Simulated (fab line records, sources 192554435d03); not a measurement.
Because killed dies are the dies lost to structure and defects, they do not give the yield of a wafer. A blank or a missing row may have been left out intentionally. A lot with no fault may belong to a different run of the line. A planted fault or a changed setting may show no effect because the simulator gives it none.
The tool behind it: which one? + flow n5-finfet + 12 lots with 36 wafers sampled at 6 steps, on a route of 1938 steps

== WHAT EACH GAUGE READ, for each wafer ==
N5_BEOL_M5_OVL_MEAS_29.
| lot  | measured     | on         | V4_OVL (nm)    |
|------|--------------|------------|----------------|
| L075 | day 8 09:24  | overlay-02 | -0.2 0.3 -0.3  |
| L077 | day 9 02:56  | overlay-01 | 1.2 1.0 0.0    |
| L080 | day 9 15:05  | overlay-01 | 0.7 0.4 0.9    |
| L079 | day 10 01:50 | overlay-01 | 0.0 -0.8 0.2   |
| L082 | day 10 19:43 | overlay-01 | 0.2 -1.5 -0.9  |
| L085 | day 11 07:22 | overlay-01 | 0.7 -0.1 0.0   |
| L087 | day 11 18:35 | overlay-02 | -0.3 1.6 0.4   |
| L089 | day 12 01:26 | overlay-01 | -0.5 -0.9 0.0  |
| L091 | day 12 13:19 | overlay-01 | -0.9 -1.4 -1.5 |
| L093 | day 13 08:32 | overlay-01 | 1.1 0.2 -0.6   |
| L095 | day 13 21:06 | overlay-02 | -2.8 -0.2 -0.4 |
| L097 | day 14 13:14 | overlay-01 | -0.6 -0.4 -0.6 |

== WHAT TOOL EACH LOT RAN ON (gives the tool, then ch and the chambers of the sampled wafers, and finally the start) ==
| lot  | N5_BEOL_M4_TRENCH_ETCH_37                     | N5_BEOL_M4_ANNEAL_89         | N5_BEOL_M4_ANNEAL_95         | N5_BEOL_M5_CURE_79            | N5_BEOL_M5_HM_OPEN_17             |
|------|-----------------------------------------------|------------------------------|------------------------------|-------------------------------|-----------------------------------|
| L075 | rie-diel-05 ch 0,2, day 8 02:28 or earlier    | pvd-sputter-03, day 8 02:28  | pvd-sputter-03, day 8 03:07  | uv-cure-03 ch 0, day 8 05:23  | rie-metal-01 ch 0,1, day 8 08:47  |
| L077 | rie-diel-02 ch 0,3, day 8 18:42 or earlier    | pvd-sputter-03, day 8 18:42  | pvd-sputter-03, day 8 19:22  | uv-cure-03 ch 2, day 8 21:56  | rie-metal-01 ch 0,1, day 8 23:41  |
| L080 | rie-diel-02 ch 0,1, day 9 08:52 or earlier    | pvd-sputter-03, day 9 08:52  | pvd-sputter-03, day 9 09:31  | uv-cure-03 ch 0, day 9 12:11  | rie-metal-02 ch 0,1, day 9 14:10  |
| L079 | rie-diel-05 ch 0,1,2, day 9 18:05 or earlier  | pvd-sputter-01, day 9 18:05  | pvd-sputter-01, day 9 18:44  | uv-cure-03 ch 2, day 9 23:51  | rie-metal-02 ch 0,1, day 10 01:10 |
| L082 | rie-diel-03 ch 1,2,3, day 10 10:49 or earlier | pvd-sputter-01, day 10 10:49 | pvd-sputter-01, day 10 11:28 | uv-cure-02 ch 1, day 10 16:34 | rie-metal-01 ch 1, day 10 19:04   |
| L085 | rie-diel-03 ch 1,3, day 10 19:48 or earlier   | pvd-sputter-02, day 10 19:48 | pvd-sputter-02, day 10 20:28 | uv-cure-03 ch 0, day 11 03:11 | rie-metal-02 ch 0, day 11 04:56   |
| L087 | rie-diel-03 ch 0,1,3, day 11 10:07 or earlier | pvd-sputter-01, day 11 10:07 | pvd-sputter-01, day 11 10:46 | uv-cure-02 ch 1, day 11 13:03 | rie-metal-01 ch 0, day 11 15:06   |
| L089 | rie-diel-03 ch 0,1,3, day 11 17:15 or earlier | pvd-sputter-01, day 11 17:15 | pvd-sputter-01, day 11 17:55 | uv-cure-02 ch 2, day 11 21:08 | rie-metal-02 ch 0,1, day 11 23:47 |
| L091 | rie-diel-02 ch 1,2,3, day 12 03:58 or earlier | pvd-sputter-03, day 12 03:58 | pvd-sputter-03, day 12 04:37 | uv-cure-02 ch 0, day 12 06:53 | rie-metal-03 ch 0,1, day 12 11:26 |
| L093 | rie-diel-05 ch 2,3, day 13 00:46 or earlier   | pvd-sputter-01, day 13 00:46 | pvd-sputter-01, day 13 01:26 | uv-cure-03 ch 2, day 13 03:42 | rie-metal-03 ch 0,1, day 13 07:01 |
| L095 | rie-diel-02 ch 0,1,2, day 13 13:22 or earlier | pvd-sputter-03, day 13 13:22 | pvd-sputter-03, day 13 14:01 | uv-cure-02 ch 1, day 13 16:17 | rie-metal-02 ch 0,1, day 13 19:30 |
| L097 | rie-diel-05 ch 1,2, day 14 07:11 or earlier   | pvd-sputter-02, day 14 07:11 | pvd-sputter-02, day 14 07:50 | uv-cure-01 ch 2, day 14 10:09 | rie-metal-02 ch 0,1, day 14 12:09 |
- N5_BEOL_M4_TRENCH_ETCH_37: etches SiOC in C4F6/O2, target depth 55.555 nm, time 29.2 s.
- N5_BEOL_M4_ANNEAL_89: time 240 s.
- N5_BEOL_M4_ANNEAL_95: time 240 s.
- N5_BEOL_M5_CURE_79: cures SiCOH lowk, time 240 s.
- N5_BEOL_M5_HM_OPEN_17: chemistry Cl2/BCl3, target TiN, target depth 20 nm, overetch 6 nm.

== THE ANSWER, worked out from the rows above alone ==
Rule: the usual values come from the lots themselves. The widest of any qualifying gaps counts: lots, ordered by their means at a reading, are off when they make up no more than a third of the lots, leave a main group of 4 or more, and stand apart from it by 3 or more times the standard deviation of that group's means. A main group is skipped when, at the precision printed for the reading in the tables above, its means are all equal. Also off: a lot with no number at a reading for which 4 or more lots have one. Any other lot the step has rows for is counted as sound.
Across all readings shown, no lot is off: no conclusion can be drawn from this.

== WHAT WAS PUT IN BY THE SIMULATOR ==
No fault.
